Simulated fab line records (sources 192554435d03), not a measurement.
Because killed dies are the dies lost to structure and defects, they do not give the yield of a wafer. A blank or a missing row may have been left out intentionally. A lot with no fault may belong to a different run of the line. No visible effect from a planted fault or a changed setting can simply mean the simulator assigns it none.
Comparing a struck lot with a sound one	flow n5Finfet	33 out of 1938 route steps
Sound: wafers L740.1, L740.2, L740.6. Struck: wafers L757.1, L757.5 (left out: L757.3, a lot-mate that was not struck); the cause follows at the end.
Each step with rows lists, per side, the tool, then ch with its chambers, then its first start. Under that, the readings that differ: sound wafers	struck wafers	difference of the means	sigmas: that difference in standard deviations of wafers without a fault.
alike: readings whose means differ by less than 2 such deviations, and words and numbers that are the same on both sides. not compared: withheld readings, readings that some wafer has no value for, bounds like >300 that may hide the same value, and numbers for which the record gives no deviation and whose values overlap.
Wherever a step has rows on one side only, a row that says differs or no value, or a row with sigmas, the two part there. Numbers that have no deviation but don't overlap get no sigmas and don't part them. A reading that every wafer of one side lacks parts them only if that side has two wafers or more.

first, 2 steps without rows for these wafers: N5_BEOL_M10_PEB_26 (peb time 60 s); N5_BEOL_M10_DEVELOP_27 (develop time 30 s).
N5_BEOL_M10_CD_MEAS_28: the cd target is 70 nm.
  sound on cdSem-01 ch 0, day 10 19:34; struck on cdSem-02 ch 0, day 15 11:23
  alike: cdNm
N5_BEOL_M10_OVL_MEAS_29:
  sound on overlay-02 ch 0, day 10 19:35; struck on overlay-01 ch 0, day 15 11:25
reading	sound	struck	difference	sigmas
V9_OVL (nm)	-0.8 -0.8 -2.1	0.0 0.5	+1.5	+2
N5_BEOL_M10_INSPECT_30: inspects for defects (brightfield).
  struck on defectInspect-02, day 15 11:27; sound on defectInspect-02, day 10 19:37
  alike: rawDefectCount
N5_BEOL_M10_DESCUM_33: chemistry O2, time 7.9 s.
  sound on rieDiel-05 ch 0,2, day 10 19:38; struck on rieDiel-05 ch 0, day 15 11:32
  alike: biasPowerW, chamberPressureMTorr, drypumpMotorCurrentA, o2FlowSccm, oesProductAu, rfVppV, showerheadPlenumPTorr, throttleValvePct
  not compared: rfHoursCounterH
then, 5 steps without rows for these wafers: N5_BEOL_M10_ETCH_65 (etches SiARC in CF4, target depth 39 nm, time 65 s); N5_BEOL_M10_ETCH_66 (etches SOC in N2/H2, target depth 120 nm, overetch 24 nm, time 180 s); N5_BEOL_M10_STRIP_69 (strips in N2/H2); N5_BEOL_M10_VIA_ETCH_34 (etches SiCOH lowk in C4F6/O2, target depth 184.5 nm, time 69.2 s); N5_BEOL_M10_STRIP_73 (strips in C4F6/O2).
N5_BEOL_M10_STRIP_36: strips in N2/H2.
  sound on rieDiel-05 ch 0,2, day 10 19:55; struck on rieDiel-05 ch 0, day 15 11:48
  alike: biasPowerW, chamberPressureMTorr, drypumpMotorCurrentA, oesProductAu, rfVppV, showerheadPlenumPTorr, throttleValvePct
  not compared: rfHoursCounterH
N5_BEOL_M10_TRENCH_ETCH_37: etches SiCOH lowk in C4F6/O2, target depth 148.83 nm, time 48 s.
  sound on rieDiel-05 ch 0,2, day 10 19:58; struck on rieDiel-05 ch 0, day 15 11:50
reading	sound	struck	difference	sigmas
biasW (W)	184.7 184.8 184.4	159.5 160.0	-24.9	-47
chamberPressureMTorr (mTorr)	30.020 29.992 30.026	29.956 29.941	-0.064	-2
rfVppV (V)	669 653 654	583 582	-76	-6
model.BEOL_M10.featureDepthNm (nm)	150 154.8 154.2	145.8 144.4	-7.9	
model.etch.depthNm (nm)	150.1 154.9 154.3	145.9 144.5	-7.9	
  alike: drypumpMotorCurrentA, oesProductAu, showerheadPlenumPTorr, throttleValvePct
  not compared: rfHoursCounterH
then, 2 steps without rows for these wafers: N5_BEOL_M10_ETCH_41 (etches SiCN in CH3F/O2, target depth 42.6 nm, time 86 s); N5_BEOL_M10_STRIP_77 (strips in N2/H2, time 10 s).
N5_BEOL_M10_OCD_MEAS_38:
  struck on ocd-02, day 15 12:01; sound on ocd-02, day 10 20:08
  alike: trenchDepthNm
then, 4 steps without rows for these wafers: N5_BEOL_M10_HM_STRIP_39 (strips TiN in peroxide tin strip, target depth 25 nm, time 158 s); N5_BEOL_M10_SRD_40 (time 30 s); N5_BEOL_M10_PRECLEAN_42 (cleans in residue remover, time 60 s); N5_BEOL_M10_SRD_43 (time 30 s).
N5_BEOL_M10_CD_MEAS_35: the cd target is 70 nm.
  struck on cdSem-01, day 15 12:11; sound on cdSem-01, day 10 20:17
  alike: cdNm
N5_BEOL_M10_CURE_72: cures SiCOH lowk, time 120 s.
  sound on uvCure-01 ch 2, day 10 20:20; struck on uvCure-01 ch 1, day 15 12:13
  alike: lampPowerPct, wafer_temp_C_max
then, 2 steps without rows for these wafers: N5_BEOL_M10_DEGAS_44 (time 60 s); N5_BEOL_M10_PRE_CLEAN_45 (time 30 s).
N5_BEOL_M10_ALD_74: deposits TaN, target thk 2 nm, pulse time 2 s, purge time 3 s.
  sound on aldMetal-03 ch 1,2, day 10 20:50; struck on aldMetal-02 ch 2,3, day 15 13:04
  alike: heaterPowerW, susceptorTempC
then, 2 steps without rows for these wafers: N5_BEOL_M10_SURFACE_TREAT_76; N5_BEOL_M10_CVD_75 (deposits Co from CCTBA/H2, target thk 2 nm, time 138.9 s).
N5_BEOL_M10_SPUTTER_48: material Cu, target thk 12 nm, time 2 s.
  struck on pvdSputter-01, day 15 15:00; sound on pvdSputter-02, day 10 21:25
  alike: susceptorTempC, throttleValvePct
then, 2 steps without rows for these wafers: N5_BEOL_M10_ECD_50 (material Cu, target thk 318 nm); N5_BEOL_M10_ANNEAL_51 (time 90 s).
N5_BEOL_M10_CMP_52: polishes, stops on SiCOH lowk, t overpolish 7 s, target thk 140 nm.
  sound on cmp-02 ch 0,1,2, day 10 22:02; struck on cmp-02 ch 0,1, day 15 15:37
reading	sound	struck	difference	sigmas
model.Cu_of_BEOL_M10_ECD_50.thkNm (nm)	143 145.8 146.6	136.2 134.2	-9.9	
  alike: barrierFieldEndpointS, motorCurrentA, overpolishRunS, retainingRingPressureFrac, timeToEndpointS
N5_BEOL_M10_THK_MEAS_53: measures by xrf.
  struck on filmMetro-02, day 15 15:50; sound on filmMetro-01, day 10 22:15
reading	sound	struck	difference	sigmas
M10_THK (nm)	143 146 146	137 135	-9	-2
N5_PASSIVATION_PROBE_49:
  the record holds rows for the sound wafers here (prober-01, day 12 23:31) but none for the struck ones

WHERE THEY PART
At N5_BEOL_M10_OVL_MEAS_29 first; at N5_PASSIVATION_PROBE_49 last (within this record only).

WHY: the cause the simulator had injected
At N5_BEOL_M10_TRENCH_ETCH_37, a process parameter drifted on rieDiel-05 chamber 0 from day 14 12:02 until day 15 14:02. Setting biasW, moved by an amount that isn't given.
